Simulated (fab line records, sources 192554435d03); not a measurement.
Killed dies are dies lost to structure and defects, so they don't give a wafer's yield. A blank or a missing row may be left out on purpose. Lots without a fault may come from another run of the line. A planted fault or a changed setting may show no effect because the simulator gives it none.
Split-lot experiment | flow n5_finfet | 7 lots, 39 wafers read, on a route of 1938 steps

THE SPLIT
At N5_BEOL_M12_ILD_DEP_00 (deposits SiOC from DEMS/O2, target thk 658.92 nm, time 130.7 s), the setting target_thk_a was moved away from the recipe's 6589.2 angstrom on 15 of the 39 wafers read, by -30.3% to +51.9%. The other wafers ran this setting at the recipe's value.

The file shows no step between the split and the reading.

THE READING
M12_ILD_THK, in nm, at N5_BEOL_M12_THK_MEAS_01. Fault-free wafers of this fab line usually give 658 nm, standard deviation 9.5 nm.

wafer  | tool, chamber at the split | target_thk_a as run, angstrom | against the recipe | M12_ILD_THK, nm | against lot-mates on the recipe
L075.1 | pecvd-03, 0                | 5517                          | -16.3%             | 551             | -112
L075.2 | pecvd-03, 2                | 6589.2                        | recipe             | 665             | -
L075.3 | pecvd-03, 1                | 6589.2                        | recipe             | 661             | -
L075.4 | pecvd-03, 1                | 5517                          | -16.3%             | 560             | -103
L075.5 | pecvd-03, 2                | 5517                          | -16.3%             | 563             | -100
L075.6 | pecvd-03, 0                | 6589.2                        | recipe             | 663             | -
L077.1 | pecvd-01, 1                | 6589.2                        | recipe             | 648             | -
L077.2 | pecvd-01, 0                | 9524                          | +44.5%             | 941             | +284
L077.3 | pecvd-01, 2                | 9524                          | +44.5%             | 940             | +283
L077.4 | pecvd-01, 1                | 6589.2                        | recipe             | 668             | -
L077.5 | pecvd-01, 0                | 9524                          | +44.5%             | 955             | +298
L077.6 | pecvd-01, 2                | 6589.2                        | recipe             | 654             | -
L080.1 | pecvd-03, 1                | 5080                          | -22.9%             | 503             | -156
L080.2 | pecvd-03, 0                | 5080                          | -22.9%             | 491             | -168
L080.3 | pecvd-03, 2                | 6589.2                        | recipe             | 665             | -
L080.4 | pecvd-03, 2                | 5080                          | -22.9%             | 515             | -144
L080.5 | pecvd-03, 1                | 6589.2                        | recipe             | 666             | -
L080.6 | pecvd-03, 0                | 6589.2                        | recipe             | 646             | -
L083.2 | pecvd-02, 1                | 6589.2                        | recipe             | 654             | -
L083.4 | pecvd-02, 2                | 6589.2                        | recipe             | 674             | -
L083.6 | pecvd-02, 0                | 6589.2                        | recipe             | 660             | -
L085.1 | pecvd-01, 1                | 6589.2                        | recipe             | 664             | -
L085.2 | pecvd-01, 2                | 4593                          | -30.3%             | 453             | -208
L085.3 | pecvd-01, 0                | 6589.2                        | recipe             | 652             | -
L085.4 | pecvd-01, 0                | 6589.2                        | recipe             | 667             | -
L085.5 | pecvd-01, 1                | 4593                          | -30.3%             | 473             | -188
L085.6 | pecvd-01, 2                | 4593                          | -30.3%             | 462             | -199
L087.1 | pecvd-03, 1                | 6589.2                        | recipe             | 648             | -
L087.2 | pecvd-03, 0                | 6589.2                        | recipe             | 639             | -
L087.3 | pecvd-03, 2                | 6589.2                        | recipe             | 653             | -
L087.4 | pecvd-03, 0                | 10010                         | +51.9%             | 992             | +345
L087.5 | pecvd-03, 2                | 10010                         | +51.9%             | 1008            | +361
L087.6 | pecvd-03, 1                | 10010                         | +51.9%             | 1004            | +357
L094.1 | pecvd-03, 1                | 6589.2                        | recipe             | 658             | -
L094.2 | pecvd-03, 2                | 6589.2                        | recipe             | 654             | -
L094.3 | pecvd-03, 0                | 6589.2                        | recipe             | 650             | -
L094.4 | pecvd-03, 1                | 6589.2                        | recipe             | 670             | -
L094.5 | pecvd-03, 0                | 6589.2                        | recipe             | 655             | -
L094.6 | pecvd-03, 2                | 6589.2                        | recipe             | 668             | -

THE FIT
A straight line over all 39 wafers: M12_ILD_THK changes by +6.53 nm for each +1% of target_thk_a; r = +1.00; the points scatter about the line by 8.9 nm.
The same after taking each lot's own level away (the mean of its wafers on the recipe; 39 wafers): +6.66 nm for each +1%; r = +1.00; scatter 8.4 nm.
On that fit, the largest move of target_thk_a shifts the reading by 3.5e+02 nm.
The lots' own levels span 646.7 to 663.0 nm, that is 1.7 times the standard deviation above.
So the lot-to-lot level changes the slope little: the two slopes agree.
Check: with one of the wafers moved furthest among these (+51.9%) left out of the fit, the line predicts +346 nm for it against its lot-mates. It came out at +345 nm against them.

OTHER SPLITS ON THESE WAFERS
These wafers also went through other splits before the reading. Each is held against what the fit with the lots' levels taken away leaves over:
other split on the same wafers | wafers away from the commonest value | r with M12_ILD_THK (lot level and that fit taken away)
N5_BEOL_M7_DEP_56 target_thk_a | 18                                   | -0.09

THE WHOLE CHAIN: every reading that the file lists as answering this split, in the file's order
step                    | what it does                                                   | reading                                                                             | change (the file's fit)              | r (the file's)
N5_BEOL_M12_ILD_DEP_00  | deposits SiOC from DEMS/O2, target thk 658.92 nm, time 130.7 s | SiOC_of_BEOL_M12_ILD_DEP_00.thk_nm (the simulator's own value, which no gauge read) | +6.67 nm for each +1% of the setting | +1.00
N5_BEOL_M12_THK_MEAS_01 |                                                                | M12_ILD_THK                                                                         | +6.67 for each +1% of the setting    | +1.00
N5_BEOL_M12_VIA_ETCH_16 | etches SiOC in C4F8/O2/Ar, target depth 724.8 nm               | etch.depth_nm (the simulator's own value, which no gauge read)                      | +6.67 nm for each +1% of the setting | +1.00
N5_BEOL_M12_VIA_ETCH_16 | etches SiOC in C4F8/O2/Ar, target depth 724.8 nm               | coat_of_BEOL_M12_COAT_04.thk_nm (the simulator's own value, which no gauge read)    | -1.96 nm for each +1% of the setting | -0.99
N5_BEOL_M12_STRIP_63    | strips in N2/H2                                                | strip_time_to_endpoint_s                                                            | withheld for each +1% of the setting | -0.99

THE FILE'S OWN FIT
M12_ILD_THK changes by +6.67 nm for each +1% of target_thk_a, r = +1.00.
